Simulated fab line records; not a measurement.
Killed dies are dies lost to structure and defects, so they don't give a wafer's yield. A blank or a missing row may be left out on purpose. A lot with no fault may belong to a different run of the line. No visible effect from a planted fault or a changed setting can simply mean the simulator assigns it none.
Chamber matching	flow nand-harc	NHARC_P_ZERO_WELL_DESCUM_13 on rie-diel-05 has 4 sister chambers
The step chemistry O2, time 3 s. 14 wafers are shown with their chamber, then 7 later ones without.

== WAFERS, EACH WITH ITS CHAMBER ==
wafer	chamber	drypump-motor-current-A (A)	showerhead-plenum-p-Torr (Torr)	oes-product-au (a.u.)
L076.1	2	6.1	1.77	0.991
L076.3	1	6.1	1.84	0.998
L076.5	0	5.8	1.83	1.000
L085.1	2	6.1	2.07	1.008
L085.2	3	5.8	2.00	0.997
L085.3	0	5.9	1.82	1.005
L086.1	2	6.2	2.07	1.012
L086.2	1	6.1	1.83	0.988
L086.6	1	6.1	1.83	0.993
L087.2	3	5.8	1.99	0.994
L087.5	2	6.1	2.07	1.010
L087.6	0	5.9	1.82	1.001
L089.1	3	5.9	1.99	0.999
L089.3	3	5.8	1.99	0.982

SIGNATURES, as means of the wafers listed above
reading	chamber 0	chamber 1	chamber 2	chamber 3	scatter within a chamber
drypump-motor-current-A	5.867	6.100	6.125	5.825	0.0465
showerhead-plenum-p-Torr	1.8233	1.8333	1.9950	1.9925	0.0823
oes-product-au	1.00200	0.99300	1.00525	0.99300	0.00719
Rule: a wafer lies at a distance from a chamber equal to the root of the sum of squares, over the readings, of (its reading less the chamber's mean, divided by the reading's scatter). If the next closest chamber is less than 2 further off than the closest, the wafer can't be placed; otherwise it belongs to the closest. The scatter is the square root of a quotient: the sum, over the shown wafers, of each reading's squared deviation from its chamber's mean, divided by wafers minus chambers.

== WAFERS WITH NO CHAMBER GIVEN ==
wafer	drypump-motor-current-A (A)	showerhead-plenum-p-Torr (Torr)	oes-product-au (a.u.)
L089.5	5.8	1.82	0.995
L092.1	6.2	2.06	0.996
L092.5	6.0	1.83	0.990
L092.6	5.8	1.82	1.003
L097.1	6.0	1.82	0.988
L097.5	6.1	2.06	0.996
L097.6	6.1	1.82	0.990

== CHAMBER TAKEN BY EACH ==
wafer	from the rows above	in truth
L089.5	can't be placed: 0 or 3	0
L092.1	can't be placed: 2 or 1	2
L092.5	can't be placed: 1 or 0 or 2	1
L092.6	can't be placed: 0 or 3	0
L097.1	can't be placed: 1 or 0 or 2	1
L097.5	can't be placed: 2 or 1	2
L097.6	1	1
1 of 7 placed correctly. These rows do not allow placing 6 (true chamber among the candidates in 6). Number placed wrongly: 0.
